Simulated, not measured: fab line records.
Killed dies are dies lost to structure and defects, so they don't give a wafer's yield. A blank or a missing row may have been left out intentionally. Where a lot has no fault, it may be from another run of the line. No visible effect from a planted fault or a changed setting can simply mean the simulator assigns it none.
Struck lot and sound lot, side by side | flow nand harc | 23 out of 1302 route steps
Sound: wafers L871.1, L871.2, L871.4. Struck: wafer L878.2. (L878.1, L878.4 of the same lot were not struck and are left out.) The cause comes at the end.
Order at every step that has rows: each side's tool, ch and its chambers, its first start. Under that, the readings that differ: sound wafers | struck wafers | difference of the means | sigmas: that difference in standard deviations of wafers without a fault.
alike: same words and numbers on both sides, and readings whose means sit less than 2 such deviations apart. not compared: any withheld reading, any reading some wafer has no value for, any bound like >300 that may hide the same value, and any number with overlapping values for which the record gives no deviation.
The two part at a step that has a row with sigmas, a row that says differs or no value, or rows on one side only. Numbers that have no deviation but don't overlap get no sigmas and don't part them. Lack of a reading on every wafer of one side parts them only where that side has two or more wafers.

NHARC_P_M1_INSPECT_27:
  struck on defect inspect-02, day 11 02:33; sound on defect inspect-02, day 8 06:48
  alike: raw defect count
NHARC_P_M1_PRE_CLEAN_32: time 12 s.
  sound on pecvd-02 ch 0,2, day 8 06:52; struck on pecvd-01 ch 2, day 11 02:37
  reading            | sound       | struck | difference | sigmas
  heater power w (W) | 550 702 547 | 467    | -133       | -2
  alike: rf fwd power W
NHARC_P_M1_DEP_33: deposits SiCN, target thk 30 nm.
  sound on pecvd-02 ch 0,2, day 8 06:56; struck on pecvd-01 ch 2, day 11 02:42
  alike: heater power w, rf fwd power W
then, 8 steps without rows for these wafers: NHARC_P_M2_DEP_00 (deposits SiOC, target thk 182.5 nm); NHARC_P_M2_DEHYDRATE_01 (time 120 s); NHARC_P_M2_HMDS_02 (time 30 s); NHARC_P_M2_COAT_34 (time 65 s); NHARC_P_M2_COAT_03 (resist thk 90 nm); NHARC_P_M2_SOFTBAKE_04 (time 55 s); NHARC_P_M2_EBR_05; NHARC_P_M2_EXPOSE_06 (exposes mask P M2, target cd 170 nm).
NHARC_P_M2_PEB_07: peb time 65 s.
  sound on litho track-04 ch 0, day 8 08:07; struck on litho track-04 ch 0, day 11 03:43
  reading                  | sound             | struck | difference | sigmas
  heater power total W (W) | 156.2 156.7 156.2 | 297.8  | +141.4     | +99 or more
then, 1 step without rows for these wafers: NHARC_P_M2_DEVELOP_08 (develop time 35 s).
NHARC_P_M2_CD_MEAS_09: the cd target is 170 nm.
  sound on cd sem-03 ch 0, day 8 08:11; struck on cd sem-01 ch 0, day 11 03:48
  reading    | sound             | struck | difference | sigmas
  cd nm (nm) | 170.6 170.3 170.0 | 122.8  | -47.5      | -79
NHARC_P_M2_OVL_MEAS_10: pitch 340 nm.
  struck on overlay-02, day 11 03:53; sound on overlay-01, day 8 08:16
  reading           | sound       | struck | difference | sigmas
  overlay x nm (nm) | 2.2 1.7 2.2 | -0.1   | -2.1       | -2
  alike: overlay y nm
NHARC_P_M2_INSPECT_11:
  struck on defect inspect-02, day 11 03:55; sound on defect inspect-01, day 8 08:19
  alike: raw defect count
NHARC_P_M2_DESCUM_14: chemistry O2, time 3 s.
  sound on rie diel-06 ch 1,2,3, day 8 08:22; struck on rie diel-13 ch 2, day 11 03:59
  reading                | sound                | struck | difference | sigmas
  oes product au (a.u.)  | 0.991 0.994 0.995    | 1.014  | +0.021     | +2
  rf hours counter h (h) | 3 3 3                | 4      | +1         |
  throttle valve pct (%) | 11.315 11.336 11.316 | 11.298 | -0.024     | -3
  model.P_M2.cd nm (nm)  | 169.5 170.8 170.1    | 123    | -47        |
  alike: drypump motor current A, rf vpp V, showerhead plenum p Torr
NHARC_P_M2_ETCH_35: etches the open film in N2/H2, target depth 40 nm, overetch 12 nm, time 43.94 s.
  sound on rie diel-06 ch 0,1,2, day 8 08:28; struck on rie diel-13 ch 0, day 11 04:04
  reading               | sound             | struck | difference | sigmas
  oes product au (a.u.) | 1.001 0.995 0.995 | 0.977  | -0.020     | -2
  alike: drypump motor current A, rf fwd power W, rf vpp V, showerhead plenum p Torr, throttle valve pct
  not compared: rf hours counter h
NHARC_P_M2_ETCH_15: etches the open film in C4F8/Ar, target depth 182.5 nm, time 91.2 s.
  sound: rie diel-06 ch 1,2,3; struck: rie diel-13 ch 0
  alike: oes product au, rf fwd power W, rf vpp V
  not compared: rf hours counter h
NHARC_P_M2_CD_MEAS_16:
  struck on cd sem-01, day 11 04:17; sound on cd sem-01, day 8 08:41
  reading    | sound             | struck | difference | sigmas
  cd nm (nm) | 169.6 170.8 169.2 | 122.9  | -47.0      | -59
NHARC_P_M2_STRIP_18: strips in N2/H2.
  sound on rie diel-04 ch 0,1,2, day 8 08:45; struck on rie diel-04 ch 3, day 11 04:22
  reading                     | sound       | struck | difference | sigmas
  drypump motor current A (A) | 4.9 5.7 5.8 | 6.8    | +1.3       | +2
  rf hours counter h (h)      | 7 10 11     | 3      | -6         |
  alike: oes product au, rf fwd power W, rf vpp V, showerhead plenum p Torr, throttle valve pct
NHARC_P_M2_ETCH_28: etches the open film in CF4/N2, target depth 30 nm, time 72.99 s.
  sound: rie diel-04 ch 0,1,3; struck: rie diel-04 ch 2
  reading                | sound           | struck | difference | sigmas
  rf hours counter h (h) | 11 7 10         | 4      | -5         |
  model.P_M2.cd nm (nm)  | 169.6 171.2 169 | 122.7  | -47.2      |
  alike: drypump motor current A, oes product au, rf fwd power W, rf vpp V, showerhead plenum p Torr, throttle valve pct
then, 1 step without rows for these wafers: NHARC_P_M2_STRIP_19 (strips in post etch residue remover, time 600 s).

## WHERE THEY PART
Earliest at NHARC_P_M1_PRE_CLEAN_32; latest, in this record, at NHARC_P_M2_STRIP_18. Later steps at which nothing parts them and some readings are alike: NHARC_P_M2_ETCH_28.

WHY: whatever the simulator had introduced
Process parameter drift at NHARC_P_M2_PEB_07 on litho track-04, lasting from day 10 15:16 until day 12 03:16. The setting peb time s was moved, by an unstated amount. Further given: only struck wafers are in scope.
